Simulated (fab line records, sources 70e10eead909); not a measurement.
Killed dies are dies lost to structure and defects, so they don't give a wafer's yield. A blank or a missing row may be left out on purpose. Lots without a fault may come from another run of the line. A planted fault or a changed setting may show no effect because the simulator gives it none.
A struck lot beside a sound one | flow nand_harc | 24 steps out of a route of 1302
Sound: wafers L898.2, L898.4, L898.6. Struck: wafers L904.1, L904.4, L904.6. The cause comes at the end.
At each step with rows: each side's tool, then ch and its chambers, then its first start. Under that, the readings that differ: sound wafers | struck wafers | difference of the means | sigmas: that difference in standard deviations of wafers without a fault.
alike: readings whose means differ by less than 2 such deviations, and words and numbers that are the same on both sides. not compared: withheld readings, readings that some wafer has no value for, bounds like >300 that may hide the same value, and numbers for which the record gives no deviation and whose values overlap.
The two part at a step that has a row with sigmas, a row that says differs or no value, or rows on one side only. Numbers that don't overlap but have no deviation are shown without sigmas and don't part them. A reading that every wafer of one side lacks parts them only if that side has two wafers or more.

NHARC_P_M0_INSPECT_27:
  sound on defect_inspect-02, day 7 18:46; struck on defect_inspect-02, day 10 18:58
  reading          | sound       | struck      | difference | sigmas
  raw_defect_count | 207 157 201 | 335 500 391 | +220       | +2
NHARC_P_M0_PRE_CLEAN_31: time 12 s.
  sound on pecvd-03 ch 0,1,2, day 7 18:50; struck on pecvd-01 ch 0,2, day 10 19:02
  alike: heater_power_w
NHARC_P_M0_DEP_32: deposits SiCN, target thk 30 nm.
  sound on pecvd-03 ch 0,1,2, day 7 18:56; struck on pecvd-01 ch 0,2, day 10 19:09
  alike: heater_power_w
then, 8 steps without rows for these wafers: NHARC_P_M1_DEP_00 (deposits SiOC, target thk 182.5 nm); NHARC_P_M1_DEHYDRATE_01 (time 120 s); NHARC_P_M1_HMDS_02 (time 30 s); NHARC_P_M1_COAT_34 (time 65 s); NHARC_P_M1_COAT_03 (resist thk 90 nm); NHARC_P_M1_SOFTBAKE_04 (time 55 s); NHARC_P_M1_EBR_05; NHARC_P_M1_EXPOSE_06 (exposes mask P M1, target cd 130 nm).
NHARC_P_M1_PEB_07: peb time 65 s.
  sound on litho_track-06 ch 0, day 7 20:05; struck on litho_track-06 ch 0, day 10 20:28
  reading                  | sound             | struck            | difference | sigmas
  heater_power_total_W (W) | 156.1 157.1 157.0 | 163.9 163.7 163.4 | +6.9       | +17
  alike: chill_plate_temp_C
then, 1 step without rows for these wafers: NHARC_P_M1_DEVELOP_08 (develop time 35 s).
NHARC_P_M1_CD_MEAS_09: target cd 130 nm.
  sound on cd_sem-03 ch 0, day 7 20:10; struck on cd_sem-03 ch 0, day 10 20:33
  reading    | sound             | struck            | difference | sigmas
  cd_nm (nm) | 130.7 129.5 129.8 | 126.1 126.3 125.8 | -3.9       | -6
NHARC_P_M1_OVL_MEAS_10: pitch 260 nm.
  sound on overlay-02, day 7 20:14; struck on overlay-02, day 10 20:38
  alike: overlay_x_nm, overlay_y_nm
NHARC_P_M1_INSPECT_11:
  sound on defect_inspect-02, day 7 20:17; struck on defect_inspect-02, day 10 20:40
  alike: raw_defect_count
NHARC_P_M1_DESCUM_14: chemistry O2, time 3 s.
  sound on rie_diel-10 ch 1,3, day 7 20:20; struck on rie_diel-04 ch 1,2,3, day 10 20:44
  reading               | sound             | struck            | difference | sigmas
  model.P_M1.cd_nm (nm) | 130.6 130.1 130.2 | 126.5 126.4 125.9 | -4.0       |
  alike: drypump_motor_current_A, oes_product_au, rf_vpp_V, showerhead_plenum_p_Torr, throttle_valve_pct
  not compared: rf_hours_counter_h
NHARC_P_M1_ETCH_35: etches the open film in N2/H2, target depth 40 nm, overetch 12 nm, time 43.94 s.
  sound on rie_diel-10 ch 1,2,3, day 7 20:26; struck on rie_diel-04 ch 1,2, day 10 20:50
  alike: drypump_motor_current_A, oes_product_au, rf_vpp_V, showerhead_plenum_p_Torr, throttle_valve_pct
  not compared: rf_hours_counter_h
NHARC_P_M1_ETCH_15: etches the open film in C4F8/Ar, target depth 182.5 nm, time 91.2 s.
  sound on rie_diel-10 ch 1,2,3; struck on rie_diel-04 ch 0,1,2
  alike: oes_product_au, rf_vpp_V
  not compared: rf_hours_counter_h
NHARC_P_M1_CD_MEAS_16:
  sound on cd_sem-03, day 7 20:39; struck on cd_sem-02, day 10 21:03
  reading    | sound             | struck            | difference | sigmas
  cd_nm (nm) | 130.4 129.8 130.7 | 125.8 126.4 126.3 | -4.1       | -5
NHARC_P_M1_STRIP_18: strips in N2/H2.
  sound on rie_diel-04 ch 0,3, day 7 20:43; struck on rie_diel-04 ch 0,1,2, day 10 21:09
  reading               | sound             | struck            | difference | sigmas
  oes_product_au (a.u.) | 0.987 0.971 0.974 | 1.011 0.999 1.013 | +0.030     | +3
  alike: drypump_motor_current_A, rf_vpp_V, showerhead_plenum_p_Torr, throttle_valve_pct
  not compared: rf_hours_counter_h
NHARC_P_M1_ETCH_28: etches the open film in CF4/N2, target depth 30 nm, time 72.99 s.
  sound on rie_diel-04 ch 0,3; struck on rie_diel-04 ch 0,2,3
  reading               | sound             | struck            | difference | sigmas
  oes_product_au (a.u.) | 0.985 0.985 0.986 | 1.010 1.021 1.023 | +0.033     | +3
  model.P_M1.cd_nm (nm) | 130.7 129.2 129.8 | 125.7 127.4 125.2 | -3.8       |
  alike: drypump_motor_current_A, rf_vpp_V, showerhead_plenum_p_Torr, throttle_valve_pct
  not compared: rf_hours_counter_h
then, 2 steps without rows for these wafers: NHARC_P_M1_STRIP_19 (strips in post etch residue remover, time 600 s); NHARC_END_SORT_01.

WHERE THEY PART
First at NHARC_P_M0_INSPECT_27; last, within this record, at NHARC_P_M1_ETCH_28.

WHY: what the simulator had put in
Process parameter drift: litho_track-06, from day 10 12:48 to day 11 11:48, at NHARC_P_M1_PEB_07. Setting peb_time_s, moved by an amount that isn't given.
